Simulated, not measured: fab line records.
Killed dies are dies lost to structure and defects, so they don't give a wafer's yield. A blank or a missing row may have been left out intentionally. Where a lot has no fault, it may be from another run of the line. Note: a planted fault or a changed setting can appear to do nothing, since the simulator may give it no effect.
Chamber matching | flow n5 finfet | N5_BEOL_M4_STRIP_66 on rie diel-01: 4 sister chambers
The step strips in CF4. 14 wafers are shown with their chamber, then 7 later ones without.

== WAFERS PAIRED WITH THEIR CHAMBERS ==
wafer  | chamber | drypump motor current A (A) | throttle valve pct (%) | showerhead plenum p Torr (Torr)
L076.1 | 0       | 6.0                         | 13.55                  | 1.80
L076.3 | 3       | 6.1                         | 13.51                  | 1.77
L076.5 | 0       | 6.0                         | 13.54                  | 1.80
L077.2 | 1       | 6.7                         | 13.50                  | 1.77
L077.5 | 0       | 6.0                         | 13.55                  | 1.80
L077.6 | 3       | 6.1                         | 13.52                  | 1.77
L081.1 | 2       | 5.2                         | 13.08                  | 1.77
L081.4 | 3       | 6.0                         | 13.52                  | 1.77
L081.6 | 1       | 6.7                         | 13.51                  | 1.76
L087.2 | 2       | 5.1                         | 13.09                  | 1.76
L087.3 | 0       | 6.0                         | 13.58                  | 1.79
L087.5 | 1       | 6.7                         | 13.54                  | 1.76
L089.1 | 2       | 5.1                         | 13.08                  | 1.76
L089.2 | 0       | 6.0                         | 13.60                  | 1.79

SIGNATURES (means of the wafers above)
reading                  | chamber 0 | chamber 1 | chamber 2 | chamber 3 | scatter within a chamber
drypump motor current A  | 6.000     | 6.700     | 5.133     | 6.067     | 0.0365
throttle valve pct       | 13.5640   | 13.5167   | 13.0833   | 13.5167   | 0.0188
showerhead plenum p Torr | 1.7960    | 1.7633    | 1.7633    | 1.7700    | 0.00503
Rule: for each reading, subtract the chamber's mean from the wafer's reading, divide by that reading's scatter and square the result; add these up over the readings and take the root, which gives the wafer's distance from the chamber. The wafer belongs to the nearest chamber; if the next one is less than 2 further off, it can't be placed. The scatter is the square root of a quotient: the sum, over the shown wafers, of each reading's squared deviation from its chamber's mean, divided by wafers minus chambers.

== WAFERS WITHOUT THEIR CHAMBER ==
wafer  | drypump motor current A (A) | throttle valve pct (%) | showerhead plenum p Torr (Torr)
L089.5 | 5.2                         | 13.12                  | 1.76
L090.1 | 6.1                         | 13.58                  | 1.77
L090.3 | 6.7                         | 13.57                  | 1.76
L090.4 | 5.1                         | 13.11                  | 1.76
L097.1 | 6.0                         | 13.65                  | 1.79
L097.5 | 6.1                         | 13.62                  | 1.76
L097.6 | 6.0                         | 13.65                  | 1.79

== THE CHAMBER EACH PASSED THROUGH ==
wafer  | from the rows above | in truth
L089.5 | 2                   | 2
L090.1 | 3                   | 3
L090.3 | 1                   | 1
L090.4 | 2                   | 2
L097.1 | 0                   | 0
L097.5 | 3                   | 3
L097.6 | 0                   | 0
Placed correctly: 7 of 7. Not placeable from these rows: 0. Number placed wrongly: 0.
